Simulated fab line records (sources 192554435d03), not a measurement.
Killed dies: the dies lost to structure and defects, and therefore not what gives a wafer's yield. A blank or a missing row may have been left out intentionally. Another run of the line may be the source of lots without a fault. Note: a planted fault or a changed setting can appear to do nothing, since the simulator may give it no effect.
One fault seen from 3 desks -- flow n5 finfet -- only its own numbers are on each desk; what lay behind them is given at the end

## THE DEFECT DESK
Counts from the inspections along the route, per lot, as means over the sampled wafers that have a number. Any lot whose mean is over 4 standard deviations away from the usual mean is out of limits and marked OUT; that distance is given in the brackets.
Columns: A = raw defect count at N5_FIN_CUT_INSPECT_10, usual 45
lot,first seen here,A
L823,day 2 02:49,55
L829,day 3 16:16,48
L831,day 4 02:56,42
L832,day 4 08:47,37
L835,day 5 04:02,44
L842,day 7 02:53,33
L844,day 7 08:47,68
L845,day 7 17:41,42
L846,day 7 19:59,44
Finding of this desk: none of the 9 lots has anything out of limits.

## THE TOOL OWNER'S DESK: vapor etch-01
The tool's own readings at N5_STI_FIN_REVEAL_RECESS_09 (chemistry HF/NH3, target SiO2, afs cycles 11, target depth 42.5 nm, sublimation time 60 s): means of the sampled wafers that have a number, for each lot that ran on this tool. Any lot whose mean is over 4 standard deviations away from the usual mean is out of limits and marked OUT; that distance is given in the brackets.
Columns: A = drypump motor current A at N5_STI_FIN_REVEAL_RECESS_09, usual 5.7 A
lot,first seen here,A
L823,day 2 10:38,5.5
L829,day 3 23:32,5.7
L831,day 4 10:01,5.7
L832,day 4 15:55,5.8
L842,day 7 12:06,5.4
L844,day 7 16:06,5.4
L846,day 8 06:52,5.0
Finding of this desk: none of the 7 lots has anything out of limits.

## METROLOGY DESK
What the gauges read for every lot (on any tool): the sampled wafers with a number, averaged. Any lot whose mean is over 4 standard deviations away from the usual mean is out of limits and marked OUT; that distance is given in the brackets. Readings shown: 7 out of 11 (the first out of limits, and those lying furthest out on some lot).
Columns: A = trench depth nm at N5_STI_FIN_REVEAL_FIN_H_MEAS_10, usual 52.3 nm; B = DIBL_P at N5_BEOL_M4_RC_MEAS_101, usual 35.7 mV/V; C = ION_N at N5_BEOL_M4_RC_MEAS_101, usual 675 uA/um; D = ION_P at N5_BEOL_M4_RC_MEAS_101, usual 462 uA/um; E = SS_N at N5_BEOL_M4_RC_MEAS_101, usual 71.3 mV/dec; F = VT_N at N5_BEOL_M4_RC_MEAS_101, usual 250 mV; G = VT_P at N5_BEOL_M4_RC_MEAS_101, usual -251 mV
lot,first seen here,A,B,C,D,E,F,G
L823,day 2 13:20,51.3,35.8,669,460,71.5,251,-251
L829,day 4 02:14,41.5 (-15) OUT,37.1,686,472,71.2,246,-248
L831,day 4 12:43,45.2 (-9.7) OUT,35.4,664,458,71.6,253,-248
L832,day 4 18:37,48.2 (-5.5) OUT,34.7,668,453,71.1,252,-256
L835,day 5 15:40,53.1,35.3,684,473,71.1,248,-248
L842,day 7 14:16,52.2,35.1,672,467,71.2,251,-249
L844,day 7 18:49,52.0,34.5,671,461,71.0,251,-251
L845,day 8 06:25,51.7,38.7,671,462,71.1,248,-252
L846,day 8 11:09,52.8,38.2,679,463,72.1,247,-251
This desk finds L829, L831, L832 out of limits, L829 being first, at day 4 02:14 (trench depth nm at N5_STI_FIN_REVEAL_FIN_H_MEAS_10). L823, L835, L842, L844, L845, L846: within limits.

## PUT TOGETHER
At day 4 02:14 the metrology desk could have sounded an alarm, on L829, L831, L832.
Nothing the defect desk looked at was out of limits.
The tool owner's desk saw nothing out of limits.
The defect desk has L829, L831, L832 on record, within its limits.
On record at the tool owner's desk: L829, L831, L832, within its limits.
Every lot named ran N5_STI_FIN_REVEAL_RECESS_09 on vapor etch-01.

## WHAT WAS PUT IN BY THE SIMULATOR
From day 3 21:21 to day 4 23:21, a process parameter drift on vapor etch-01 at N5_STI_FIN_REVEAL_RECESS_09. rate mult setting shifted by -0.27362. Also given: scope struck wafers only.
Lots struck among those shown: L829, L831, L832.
Hours from the fault's start to each desk's first reading out of limits: the metrology desk, 5.
